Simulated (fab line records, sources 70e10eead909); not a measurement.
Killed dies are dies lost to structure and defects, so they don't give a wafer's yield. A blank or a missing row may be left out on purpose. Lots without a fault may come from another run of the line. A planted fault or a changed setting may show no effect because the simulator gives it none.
fab line records | flow nand_harc
record lots=11 wafers=33 last_day=25
route steps=1159 shown P_ZERO_WELL@18 P_GATE@131 END@1159
lots that met no fault: from a run of the same line without faults
start_h: hours from the record's first day to the start of the lot's first wafer shown | wait_h: hours since the lot's step before | " the same as in the row above | L1.1+2: a row that stands for several wafers | - no value, or no start given | * or withheld: withheld | < > ~ a bound
route shown NAME@n: a module of which the file shows steps, and the number in the route of the first | usual: mean/standard deviation of fault-free wafers | same: alike in all rows | chamber/n: place in a boat | sites: the reading at each site | _std_site: their standard deviation | _edge_site: outer sites' mean less inner sites' | radius_mm: how far each site lies from the wafer's centre | mask NAME#n: copy n | behind: the tool/chamber that last shaped the wafer | hold: why the lot was held/for how many hours/how that ended | device: the transistor (n, p or np) that didn't switch | end of line: the same wafers' tests at the end of the route | a step without rows: its recipe alone | killed: dies lost to structure and defects at the first sort, not the wafer's yield | map: a wafer's dies, x killed, . not, _ none there
set.NAME: the setting as run; set.NAME@STEP: as run at that earlier step | model.NAME: the simulator's own value behind a step, which no gauge read
steps of the route over a sample of lots; a table a step, a row a wafer
services: from which hour (start_h, from the record's first day; less than 0 if before it) a tool's chamber was out of use, for how many hours, and why
## steps
# step NHARC_P_ZERO_WELL_ETCH_62
# recipe target_depth_a=130 time_s=6.5 chf3_flow_sccm=50 ar_flow_sccm=200 rf_w=500 bias_w=200 chemistry=CHF3/Ar
# usual drypump_motor_current_A=5.8/0.33 oes_product_au=0.962/0.013 rf_fwd_power_W=488.7/2.2 rf_vpp_V=370.9/2.4 showerhead_plenum_p_Torr=2.36/0.1 throttle_valve_pct=20.217/0.009
# columns lot.wafer tool chamber start_h wait_h drypump_motor_current_A oes_product_au rf_fwd_power_W rf_hours_counter_h rf_vpp_V showerhead_plenum_p_Torr throttle_valve_pct
L324.1 rie_diel-05 2 - - 6.1 0.977 485.7 0.9 371.2 2.36 20.217
L324.4 " 1 " " 5.0 0.972 487.0 0.9 367.7 2.21 20.217
L324.5 " 3 " " 5.7 0.966 489.6 - 374.2 2.52 20.211
L326.1 rie_diel-05 1 - - 5.1 0.946 485.4 1.1 368.7 2.21 20.215
L326.2 " 0 " " 5.8 0.933 489.3 0.8 368.9 2.28 20.216
L326.6 " 1 " " 5.1 0.942 485.2 - 368.8 2.21 20.221
L329.2 rie_diel-11 2 - - 5.9 0.976 485.3 1.9 372.6 2.47 20.222
L329.3 " 0 " " 6.1 0.960 492.9 2.0 370.9 2.32 20.220
L329.5 " 1 " " 6.2 0.960 492.2 - 368.1 2.26 20.205
L331.4 rie_diel-11 1 - - 6.3 0.972 491.6 2.0 368.3 2.26 20.222
L331.1 " 0 " " 6.1 0.980 490.0 2.4 371.1 2.32 20.201
L331.6 " 1 " " 6.3 0.986 486.7 - 369.7 2.26 20.226
L332.2 rie_diel-10 0 - - 5.8 0.962 489.2 3.0 373.7 2.46 20.216
L332.3 " 1 " " 5.2 0.974 488.9 3.0 373.0 2.39 20.218
L332.6 " 3 " " 6.0 0.939 491.0 - 368.7 2.20 20.213
L335.1 rie_diel-05 3 - - 5.6 0.961 487.3 4.1 374.6 2.51 20.203
L335.3 " 0 " " 5.8 0.962 486.8 5.4 368.9 2.27 20.236
L335.6 " 2 " " 6.0 0.954 487.0 - 370.9 2.36 20.219
L341.2 rie_diel-11 3 - - 6.1 0.963 487.0 7.5 372.6 2.42 20.196
L341.4 " 0 " " 6.1 0.963 487.0 6.8 370.3 2.32 20.217
L341.6 " 3 " " 6.1 0.961 485.4 - 374.1 2.43 20.207
L342.2 rie_diel-11 1 - - 6.2 0.959 490.6 7.2 368.7 2.25 20.213
L342.3 " 2 " " 5.9 0.952 486.2 6.4 373.2 2.47 20.211
L342.6 " 0 " " 6.1 0.965 492.2 - 370.4 2.32 20.200
L344.4 rie_diel-10 1 - - 5.2 0.951 486.0 8.9 372.2 2.38 20.228
L344.5 " 0 " " 5.8 0.954 490.9 - 373.3 2.46 20.225
L344.6 " 1 " " 5.2 0.961 485.6 - 372.3 2.38 20.221
L345.2 rie_diel-11 0 - - 6.1 0.969 489.4 7.7 370.1 2.32 20.220
L345.6 " 2 " " 5.9 0.962 489.3 - 373.7 2.47 20.232
L345.5 " 0 " " 6.1 0.972 489.9 - 369.1 2.32 20.212
L346.3 rie_diel-11 2 - - 5.9 0.956 488.5 7.6 375.3 2.47 20.217
L346.4 " 0 " " 6.1 0.955 488.0 8.0 369.5 2.32 20.233
L346.5 " 2 " " 5.9 0.953 490.2 - 374.3 2.47 20.202
# step NHARC_P_ZERO_WELL_EXPOSE_21
# recipe na=0.6 target_cd_nm=720 dose_mj=22.31 mask_id=P_NWELL
# usual focus_offset_nm=-0.2/0.52 reticle_temp_C=22.99/0.12
# columns lot.wafer tool chamber start_h wait_h mask focus_offset_nm reticle_temp_C
L324.1 krf_scanner-04 0 14.30 - P_NWELL#0 0.0 22.93
L324.4 " 0 " " P_NWELL#0 -0.3 23.17
L324.5 " 0 " " P_NWELL#0 -0.8 23.05
L326.1 krf_scanner-01 0 26.42 - P_NWELL#0 -0.3 23.05
L326.2 " 0 " " P_NWELL#0 0.7 22.88
L326.6 " 0 " " P_NWELL#0 0.0 23.08
L329.2 krf_scanner-04 0 44.43 - P_NWELL#0 0.0 22.99
L329.3 " 0 " " P_NWELL#0 -0.9 23.06
L329.5 " 0 " " P_NWELL#0 -0.7 23.01
L331.1 krf_scanner-02 0 56.18 - P_NWELL#0 -0.4 22.95
L331.4 " 0 " " P_NWELL#0 -0.2 22.71
L331.6 " 0 " " P_NWELL#0 0.5 22.81
L332.2 krf_scanner-04 0 62.52 - P_HVPW#0 0.4 22.95
L332.3 " 0 " " P_HVPW#0 0.0 23.05
L332.6 " 0 " " P_HVPW#0 -0.1 23.01
L335.1 krf_scanner-02 0 80.43 - P_NWELL#0 0.5 23.03
L335.3 " 0 " " P_NWELL#0 0.0 22.92
L335.6 " 0 " " P_NWELL#0 -0.2 22.91
L341.2 krf_scanner-01 0 116.45 - P_NWELL#0 -0.3 22.93
L341.4 " 0 " " P_NWELL#0 0.0 22.88
L341.6 " 0 " " P_NWELL#0 -0.8 22.99
L342.2 krf_scanner-02 0 122.44 - P_NWELL#0 0.7 22.99
L342.3 " 0 " " P_NWELL#0 0.3 23.00
L342.6 " 0 " " P_NWELL#0 0.1 22.94
L344.4 krf_scanner-02 0 134.31 - P_NWELL#0 -0.3 22.87
L344.5 " 0 " " P_NWELL#0 -0.1 23.09
L344.6 " 0 " " P_NWELL#0 -0.4 23.00
L345.2 krf_scanner-01 0 140.51 - P_NWELL#0 -0.9 23.00
L345.5 " 0 " " P_NWELL#0 -0.5 22.94
L345.6 " 0 " " P_NWELL#0 -1.0 22.80
L346.3 krf_scanner-02 0 146.46 - P_NWELL#0 -0.5 23.18
L346.4 " 0 " " P_NWELL#0 -0.3 23.15
L346.5 " 0 " " P_NWELL#0 0.2 23.28
# step NHARC_P_ZERO_WELL_CD_MEAS_24
# recipe target_cd_nm=720 landing_energy_ev=500
# usual cd_nm=720.4/1.2
# columns lot.wafer tool chamber start_h wait_h cd_nm
L324.1 cd_sem-03 0 14.46 - 719.5
L324.4 " 0 " " 719.9
L324.5 " 0 " " 720.7
L326.1 cd_sem-02 0 26.58 - 722.1
L326.2 " 0 " " 721.8
L326.6 " 0 " " 721.7
L329.2 cd_sem-03 0 44.58 - 720.3
L329.3 " 0 " " 720.6
L329.5 " 0 " " 719.0
L331.1 cd_sem-01 0 56.34 - 720.9
L331.4 " 0 " " 721.3
L331.6 " 0 " " 722.3
L332.2 cd_sem-02 0 62.68 - -
L332.3 " 0 " " -
L332.6 " 0 " " -
L335.1 cd_sem-01 0 80.59 - 720.6
L335.3 " 0 " " 719.4
L335.6 " 0 " " 716.7
L341.2 cd_sem-01 0 116.60 - 720.2
L341.4 " 0 " " 719.9
L341.6 " 0 " " 720.1
L342.2 cd_sem-03 0 122.60 - 723.4
L342.3 " 0 " " 721.2
L342.6 " 0 " " 722.2
L344.4 cd_sem-02 0 134.46 - 718.8
L344.5 " 0 " " 720.3
L344.6 " 0 " " 719.8
L345.2 cd_sem-02 0 140.66 - 722.7
L345.5 " 0 " " 721.0
L345.6 " 0 " " 720.3
L346.3 cd_sem-03 0 146.61 - 721.1
L346.4 " 0 " " 719.2
L346.5 " 0 " " 722.4
# step NHARC_P_GATE_HM_DEP_102
# recipe target_thk_a=1200 temp_c=400 material=aC
# usual throttle_valve_pct=35.000/0.009
# columns lot.wafer tool chamber start_h wait_h throttle_valve_pct
L324.1 acl_dep-03 0 89.11 1.0 35.009
L324.4 " 0 " " 35.009
L324.5 " 0 " " 35.002
L326.1 acl_dep-02 0 105.41 1.2 34.993
L326.2 " 0 " " 34.981
L326.6 " 0 " " 35.016
L329.2 acl_dep-02 0 119.78 3.8 34.983
L329.3 " 0 " " 34.998
L329.5 " 0 " " 34.993
L331.1 acl_dep-01 0 131.06 3.8 34.991
L331.4 " 0 " " 35.006
L331.6 " 0 " " 34.995
L335.1 acl_dep-03 0 167.99 1.4 35.012
L335.3 " 0 " " 34.977
L335.6 " 0 " " 34.996
L342.2 acl_dep-02 0 187.19 0.5 34.997
L342.3 " 0 " " 34.987
L342.6 " 0 " " 34.997
L341.2 acl_dep-01 0 187.28 0.6 35.002
L341.4 " 0 " " 35.008
L341.6 " 0 " " 34.995
L344.4 acl_dep-03 0 208.00 2.3 34.987
L344.5 " 0 " " 34.983
L344.6 " 0 " " 35.002
L345.2 acl_dep-02 0 215.27 0.5 34.998
L345.5 " 0 " " 35.015
L345.6 " 0 " " 35.002
L346.3 acl_dep-02 0 224.07 3.3 35.021
L346.4 " 0 " " 34.997
L346.5 " 0 " " 35.007
# step NHARC_P_GATE_ETCH_32
# recipe target_depth_a=1500 over_etch_frac=1 over_etch_ion_energy_ev=40 time_s=100.1 hbr_flow_sccm=150 cl2_flow_sccm=50 rf_w=400 icp_w=400 bias_w=100 chemistry=HBr/Cl2
# usual drypump_motor_current_A=5.8/0.63 oes_product_au=1.001/0.0071 rf_fwd_power_W=397.2/1.4 throttle_valve_pct=26.406/0.0092
# columns lot.wafer tool chamber start_h wait_h drypump_motor_current_A oes_product_au rf_fwd_power_W rf_hours_counter_h throttle_valve_pct
L324.1 rie_si-01 2 91.13 - 6.8 1.011 397.7 1.3 26.401
L324.4 " 3 " " 5.2 1.000 396.9 1.2 26.420
L324.5 " 0 " " 5.4 1.007 396.7 - 26.395
L326.1 rie_si-01 0 107.56 - 5.4 1.005 398.3 1.3 26.396
L326.2 " 1 " " 5.1 0.993 395.3 1.4 26.412
L326.6 " 2 " " 6.8 1.013 395.7 - 26.405
L329.2 rie_si-01 1 121.90 - 5.2 0.991 396.9 1.5 26.411
L329.3 " 3 " " 5.3 1.001 396.8 1.5 26.413
L329.5 " 2 " " 6.8 0.993 398.3 - 26.402
L331.1 rie_si-05 0 133.19 - 6.8 0.995 397.8 0.5 26.413
L331.4 " 1 " " 6.5 0.997 397.8 0.6 26.394
L331.6 " 2 " " 6.0 1.000 397.5 - 26.399
L335.3 rie_si-05 3 170.46 - 5.5 1.004 396.0 0.9 26.406
L335.1 " 0 " " 6.8 0.999 397.4 0.9 26.393
L335.6 " 3 " " 5.5 1.005 396.2 - 26.392
L342.2 rie_si-03 1 189.51 - 5.5 1.013 398.6 0.3 26.421
L342.3 " 2 " " 4.9 1.011 396.0 0.4 26.404
L342.6 " 2 " " 4.9 1.008 396.8 - 26.406
L341.4 rie_si-05 2 189.68 - 6.0 1.007 398.2 1.1 26.400
L341.2 " 0 " " 6.8 0.997 398.0 1.1 26.405
L341.6 " 1 " " 6.5 1.000 397.1 - 26.409
L344.4 rie_si-05 3 210.16 - 5.5 0.999 396.8 1.2 26.404
L344.5 " 3 " " 5.5 0.996 397.3 - 26.426
L344.6 " 0 " " 6.8 0.997 399.1 - 26.421
L345.2 rie_si-01 3 217.32 - 5.2 0.990 398.1 0.6 26.410
L345.5 " 3 " " 5.3 0.992 398.3 - 26.411
L345.6 " 0 " " 5.4 0.990 397.3 - 26.404
L346.4 rie_si-01 2 225.91 - 6.8 0.994 394.6 0.9 26.415
L346.3 " 1 " " 5.1 0.989 396.0 0.9 26.420
L346.5 " 3 " " 5.2 0.993 396.7 - 26.414
# step NHARC_END_SORT_01
# recipe temp_c=25
# usual killed_at_array=27/11 killed_at_other=0.7/0.93 killed_at_periphery=2.9/1.9 killed_dies=30/11 killed_open=3.1/1.7 killed_short=1.9/1.3
# same gross_dies=677
# columns lot.wafer tool chamber start_h wait_h killed_at_array killed_at_other killed_at_periphery killed_dies killed_open killed_short
L332.2 prober-01 0 483.02 2.8 43 0 634 677 2 1
L332.3 prober-01 0 483.83 3.1 34 0 643 677 4 2
L332.6 prober-01 0 486.26 4.1 30 0 647 677 0 3
# killed by level:class
L332.2 P_ZERO_WELL:area_expose=632 A_SLIT:chamber_film_flake=16 A_CHANNEL_HOLE_D1:chamber_film_flake=14 A_STAIRCASE:chamber_film_flake=9 A_CONTACT:chamber_film_flake=3 P_CONTACT:geometric_particle:open=1 P_M0:geometric_particle:open=1 A_CONTACT:geometric_particle:short=1
L332.3 P_ZERO_WELL:area_expose=642 A_SLIT:chamber_film_flake=10 A_CHANNEL_HOLE_D1:chamber_film_flake=9 A_STAIRCASE:chamber_film_flake=6 A_CONTACT:chamber_film_flake=2 P_CONTACT:geometric_particle:open=1 A_SOURCE_PLATE:geometric_particle:short=1 A_SOURCE_PLATE:geometric_particle:open=1
L332.6 P_ZERO_WELL:area_expose=646 A_CHANNEL_HOLE_D1:chamber_film_flake=11 A_STAIRCASE:chamber_film_flake=7 A_SLIT:chamber_film_flake=6 A_ZERO_WELL:chamber_film_flake=2 P_ZERO_WELL:geometric_particle:short=1 A_SOURCE_PLATE:geometric_particle:short=1 A_ONON_D1:geometric_particle:short=1
## services
# columns tool chamber start_h hours kind
rie_si-05 0 4.04 2.0 repair
rie_diel-11 - 12.59 9.0 pm
acl_dep-02 - 24.65 0.6 repair
rie_si-05 3 30.81 22.5 repair
krf_scanner-02 - 38.00 4.0 pm
acl_dep-03 - 42.00 13.0 pm
rie_diel-05 3 44.58 7.6 repair
rie_diel-11 0 58.41 2.0 repair
rie_si-05 - 62.00 9.0 pm
krf_scanner-01 - 70.32 0.6 repair
rie_si-05 - 86.05 0.8 repair
krf_scanner-02 - 94.89 2.5 repair
rie_diel-11 2 94.90 7.3 repair
krf_scanner-02 - 105.24 1.7 repair
rie_si-01 - 127.00 9.0 pm
rie_diel-11 3 139.44 3.0 repair
acl_dep-02 - 167.53 13.0 pm
rie_diel-11 2 177.64 3.7 repair
rie_diel-11 0 180.25 10.0 repair
rie_diel-11 - 180.76 0.7 repair
rie_si-01 3 189.15 11.3 repair
rie_diel-11 - 189.59 9.0 pm
rie_diel-11 3 199.41 2.0 repair
krf_scanner-02 - 210.00 4.0 pm
## key
first_sign step=NHARC_P_ZERO_WELL_EXPOSE_21 reading=mask direction=changed
effect step=NHARC_P_ZERO_WELL_CD_MEAS_24 reading=cd_nm direction=missing
effect step=NHARC_END_SORT_01 reading=killed_at_periphery direction=up sigmas=99+ usual=2.9 struck=641.3
more_kills_born_at NHARC_P_ZERO_WELL_EXPOSE_21@krf_scanner-04=1920
met_at NHARC_P_ZERO_WELL_EXPOSE_21
struck_lots L332
later_rows_left_out L332.2,L332.3,L332.6
tester_left_out L332
not_acting_at NHARC_P_ZERO_WELL_ETCH_62,NHARC_P_GATE_HM_DEP_102,NHARC_P_GATE_ETCH_32
onset_between 44.43 62.52
fault kind=wrong_mask tool=any chamber=- onset_h=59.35 steps=NHARC_P_ZERO_WELL_EXPOSE_21 aux_copy=P_HVPW#0 scope=struck_lots_only
# tester_left_out: of these lots the tester's yield and bins aren't shown, on N5 and GAA mostly nor the transistor test; their killed dies are dies lost to structure and defects alone, not to doping, threshold or leakage, so they don't give the yield
# later_rows_left_out: the simulator's readings of these wafers behind a module that went badly wrong aren't trusted and aren't shown, but for the sort
